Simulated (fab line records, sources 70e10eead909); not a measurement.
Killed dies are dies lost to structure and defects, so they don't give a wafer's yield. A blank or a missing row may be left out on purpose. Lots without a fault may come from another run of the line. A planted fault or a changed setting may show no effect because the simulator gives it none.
Which tool did it? | flow nand_harc | 24 lots, 72 wafers sampled, at 4 steps of a route of 1302

WHAT THE GAUGES READ, wafer by wafer
NHARC_A_WL_FILL_INSPECT_15.
lot  | measured     | on                | raw_defect_count
L074 | day 21 09:24 | defect_inspect-02 | 365 399 412
L075 | day 21 21:34 | defect_inspect-01 | 388 402 341
L076 | day 21 21:26 | defect_inspect-02 | 427 706 599
L077 | day 22 09:49 | defect_inspect-02 | 678 463 471
L079 | day 22 16:47 | defect_inspect-02 | 551 568 766
L078 | day 22 16:49 | defect_inspect-01 | 612 332 556
L080 | day 23 09:25 | defect_inspect-01 | 756 683 553
L082 | day 24 09:09 | defect_inspect-02 | 625 511 621
L083 | day 24 18:17 | defect_inspect-01 | 425 403 431
L081 | day 25 03:08 | defect_inspect-02 | 578 451 464
L084 | day 25 15:25 | defect_inspect-02 | 348 518 445
L085 | day 25 15:26 | defect_inspect-01 | 449 339 460
L086 | day 26 09:58 | defect_inspect-02 | 587 521 628
L087 | day 26 14:34 | defect_inspect-02 | 501 478 551
L088 | day 27 04:26 | defect_inspect-01 | 484 532 382
L090 | day 28 00:26 | defect_inspect-01 | 319 466 297
L089 | day 28 03:31 | defect_inspect-01 | 428 502 465
L092 | day 28 20:25 | defect_inspect-01 | 566 529 476
L091 | day 28 20:28 | defect_inspect-02 | 544 392 421
L093 | day 29 02:46 | defect_inspect-02 | 488 427 568
L094 | day 29 02:41 | defect_inspect-02 | 470 506 425
L095 | day 30 01:01 | defect_inspect-01 | 386 389 527
L096 | day 30 16:43 | defect_inspect-01 | 608 442 456
L097 | day 31 07:02 | defect_inspect-02 | 399 419 402

WHICH TOOL RAN EACH LOT (tool, then ch and the chambers of the sampled wafers, then the start)
lot  | NHARC_A_WL_FILL_ETCHBACK_04       | NHARC_A_WL_FILL_CVD_20                   | NHARC_A_WL_FILL_CMP_12
L074 | rie_metal-01 ch 0,1, day 20 16:31 | cvd_w-01 ch 0,1, day 21 08:56 or earlier | cmp-01 ch 0,1, day 21 08:56
L075 | rie_metal-02 ch 1, day 21 04:34   | cvd_w-02 ch 0,1, day 21 21:08 or earlier | cmp-04 ch 0,1,3, day 21 21:08
L076 | rie_metal-01 ch 0,1, day 21 04:43 | cvd_w-02 ch 0,1, day 21 21:01 or earlier | cmp-03 ch 0,2,3, day 21 21:01
L077 | rie_metal-02 ch 0,1, day 21 16:40 | cvd_w-02 ch 0,1, day 22 09:25 or earlier | cmp-01 ch 0,1,2, day 22 09:25
L079 | rie_metal-01 ch 0,1, day 21 20:34 | cvd_w-01 ch 0,1, day 22 16:21 or earlier | cmp-03 ch 0,1,3, day 22 16:21
L078 | rie_metal-03 ch 0,1, day 22 00:25 | cvd_w-02 ch 0,1, day 22 16:20 or earlier | cmp-01 ch 0,3, day 22 16:20
L080 | rie_metal-02 ch 0,1, day 22 16:38 | cvd_w-02 ch 0,1, day 23 08:58 or earlier | cmp-01 ch 1,3, day 23 08:58
L082 | rie_metal-01 ch 1, day 23 16:37   | cvd_w-01 ch 0,1, day 24 08:41 or earlier | cmp-01 ch 0,1,3, day 24 08:41
L083 | rie_metal-03 ch 1, day 24 00:37   | cvd_w-01 ch 0,1, day 24 17:49 or earlier | cmp-04 ch 0,2,3, day 24 17:49
L081 | rie_metal-03 ch 0,1, day 24 06:14 | cvd_w-01 ch 0,1, day 25 02:40 or earlier | cmp-04 ch 0,1,2, day 25 02:40
L084 | rie_metal-03 ch 0,1, day 24 19:22 | cvd_w-02 ch 0,1, day 25 14:59 or earlier | cmp-04 ch 0,2, day 25 14:59
L085 | rie_metal-02 ch 0,1, day 24 19:33 | cvd_w-01 ch 0,1, day 25 14:58 or earlier | cmp-01 ch 0,1,2, day 25 14:58
L086 | rie_metal-02 ch 0,1, day 25 16:55 | cvd_w-02 ch 0,1, day 26 09:30 or earlier | cmp-03 ch 0,1,2, day 26 09:30
L087 | rie_metal-03 ch 0,1, day 25 22:12 | cvd_w-01 ch 0,1, day 26 14:06 or earlier | cmp-03 ch 0,1, day 26 14:06
L088 | rie_metal-03 ch 0,1, day 26 11:32 | cvd_w-01 ch 0,1, day 27 03:58 or earlier | cmp-01 ch 1,2, day 27 03:58
L090 | rie_metal-03 ch 0,1, day 27 06:34 | cvd_w-01 ch 0,1, day 27 23:59 or earlier | cmp-03 ch 1,2,3, day 27 23:59
L089 | rie_metal-03 ch 0,1, day 27 10:36 | cvd_w-01 ch 0,1, day 28 03:03 or earlier | cmp-01 ch 0,1,2, day 28 03:03
L092 | rie_metal-02 ch 0,1, day 28 03:49 | cvd_w-02 ch 0,1, day 28 19:57 or earlier | cmp-01 ch 0,1,3, day 28 19:57
L091 | rie_metal-03 ch 0,1, day 28 03:50 | cvd_w-01 ch 0,1, day 28 19:59 or earlier | cmp-04 ch 0,2,3, day 28 19:59
L093 | rie_metal-01 ch 0,1, day 28 07:32 | cvd_w-02 ch 0,1, day 29 02:16 or earlier | cmp-01 ch 0,1,2, day 29 02:16
L094 | rie_metal-02 ch 0,1, day 28 11:22 | cvd_w-01 ch 0,1, day 29 02:13 or earlier | cmp-03 ch 2,3, day 29 02:13
L095 | rie_metal-01 ch 0,1, day 29 08:01 | cvd_w-01 ch 1, day 30 00:36 or earlier   | cmp-01 ch 0,1,2, day 30 00:36
L096 | rie_metal-02 ch 0,1, day 30 00:12 | cvd_w-02 ch 0,1, day 30 16:16 or earlier | cmp-04 ch 0,1,2, day 30 16:16
L097 | rie_metal-02 ch 0,1, day 30 13:31 | cvd_w-02 ch 0,1, day 31 06:34 or earlier | cmp-01 ch 0,1, day 31 06:34
- NHARC_A_WL_FILL_ETCHBACK_04: etches the open film in NF3, target depth 60 nm, time 120 s.
- NHARC_A_WL_FILL_CVD_20: deposits W, target thk 100 nm, time 74 s.
- NHARC_A_WL_FILL_CMP_12: polishes, t overpolish 30 s, target thk 100 nm.

WHAT THE TOOLS THEMSELVES READ (means of the sampled wafers that have a number; where no wafer has one, the mark that the record gives instead)
NHARC_A_WL_FILL_ETCHBACK_04.
lot  | tool         | drypump_motor_current_A (A) | oes_product_au (a.u.)
L074 | rie_metal-01 | 5.7                         | 1.008
L075 | rie_metal-02 | 5.1                         | 0.995
L076 | rie_metal-01 | 5.7                         | 0.997
L077 | rie_metal-02 | 5.4                         | 0.996
L079 | rie_metal-01 | 5.7                         | 1.008
L078 | rie_metal-03 | 5.9                         | 1.002
L080 | rie_metal-02 | 5.2                         | 0.994
L082 | rie_metal-01 | 5.4                         | 1.011
L083 | rie_metal-03 | 5.4                         | 1.005
L081 | rie_metal-03 | 5.6                         | 1.001
L084 | rie_metal-03 | 5.8                         | 0.999
L085 | rie_metal-02 | 5.4                         | 0.994
L086 | rie_metal-02 | 5.4                         | 1.002
L087 | rie_metal-03 | 5.9                         | 1.002
L088 | rie_metal-03 | 5.8                         | 1.003
L090 | rie_metal-03 | 5.8                         | 0.999
L089 | rie_metal-03 | 5.8                         | 1.005
L092 | rie_metal-02 | 5.2                         | 0.997
L091 | rie_metal-03 | 5.8                         | 0.999
L093 | rie_metal-01 | 5.7                         | 1.004
L094 | rie_metal-02 | 5.4                         | 1.003
L095 | rie_metal-01 | 5.9                         | 1.005
L096 | rie_metal-02 | 5.4                         | 1.009
L097 | rie_metal-02 | 5.4                         | 1.003

NHARC_A_WL_FILL_CVD_20.
lot  | tool     | heater_power_w (W) | mfc_h2_sccm (sccm) | throttle_valve_pct (%)
L074 | cvd_w-01 | 811                | 1605               | 8.2
L075 | cvd_w-02 | 850                | 1598               | 7.8
L076 | cvd_w-02 | 853                | 1599               | 7.8
L077 | cvd_w-02 | 868                | 1598               | 8.0
L079 | cvd_w-01 | 813                | 1597               | 8.2
L078 | cvd_w-02 | 836                | 1601               | 7.9
L080 | cvd_w-02 | 859                | 1598               | 7.8
L082 | cvd_w-01 | 886                | 1596               | 7.8
L083 | cvd_w-01 | 833                | 1598               | 8.3
L081 | cvd_w-01 | 884                | 1599               | 7.9
L084 | cvd_w-02 | 862                | 1605               | 7.9
L085 | cvd_w-01 | 874                | 1598               | 7.9
L086 | cvd_w-02 | 864                | 1599               | 7.9
L087 | cvd_w-01 | 894                | 1603               | 8.0
L088 | cvd_w-01 | 846                | 1602               | 8.3
L090 | cvd_w-01 | 881                | 1596               | 8.0
L089 | cvd_w-01 | 900                | 1596               | 8.0
L092 | cvd_w-02 | 875                | 1600               | 8.0
L091 | cvd_w-01 | 885                | 1603               | 8.0
L093 | cvd_w-02 | 880                | 1599               | 7.9
L094 | cvd_w-01 | 896                | 1604               | 8.1
L095 | cvd_w-01 | 928                | 1600               | 7.8
L096 | cvd_w-02 | 881                | 1602               | 7.8
L097 | cvd_w-02 | 869                | 1595               | 7.8

NHARC_A_WL_FILL_CMP_12.
lot  | tool   | motor_current_A (A) | overpolish_run_s (s) | time_to_endpoint_s (s)
L074 | cmp-01 | 12.5                | 30.002               | 17.3
L075 | cmp-04 | 12.5                | 29.994               | 24.2
L076 | cmp-03 | 11.2                | 29.991               | 20.1
L077 | cmp-01 | 11.9                | 29.995               | 20.5
L079 | cmp-03 | 11.2                | 29.996               | 21.0
L078 | cmp-01 | 12.1                | 30.004               | 19.8
L080 | cmp-01 | 12.1                | 29.996               | 21.0
L082 | cmp-01 | 11.9                | 29.998               | 16.8
L083 | cmp-04 | 12.6                | 30.003               | 19.2
L081 | cmp-04 | 13.0                | 30.006               | 19.8
L084 | cmp-04 | 12.5                | 29.996               | 21.6
L085 | cmp-01 | 11.7                | 29.993               | 18.1
L086 | cmp-03 | 11.5                | 29.996               | 17.8
L087 | cmp-03 | 10.9                | 30.000               | 18.4
L088 | cmp-01 | 11.0                | 29.987               | 17.7
L090 | cmp-03 | 11.7                | 30.004               | 21.4
L089 | cmp-01 | 11.5                | 30.002               | 17.4
L092 | cmp-01 | 12.1                | 30.003               | 19.3
L091 | cmp-04 | 13.0                | 29.998               | 24.0
L093 | cmp-01 | 11.4                | 29.994               | 15.8
L094 | cmp-03 | 11.5                | 30.002               | 20.0
L095 | cmp-01 | 11.7                | 30.006               | 17.8
L096 | cmp-04 | 13.2                | 29.999               | 22.1
L097 | cmp-01 | 12.2                | 30.000               | 18.0

THE ANSWER, worked out from the rows above alone
Rule: what is usual is taken from the lots themselves. Put in order of their means at a reading, lots are off if they are a third of the lots or fewer, leave a main group of 4 or more, and stand apart from it by a gap of 3 or more times the standard deviation of the main group's means; of several such gaps the widest counts. A main group whose means are all the same, to the digits that the tables above print for the reading, isn't used. A lot without any number at a reading at which 4 lots or more have one is off too. The other lots that the step has rows for count as sound. The gauges are gone through in route order, then the tools' own readings, and for those a lot's mean is taken as printed above. The first step at which some lot is off is used, and at that step the reading that is off furthest; a lot without a number counts as furthest.
No lot is off at any reading shown: from this, nothing can be told.

WHAT THE SIMULATOR HAD PUT IN
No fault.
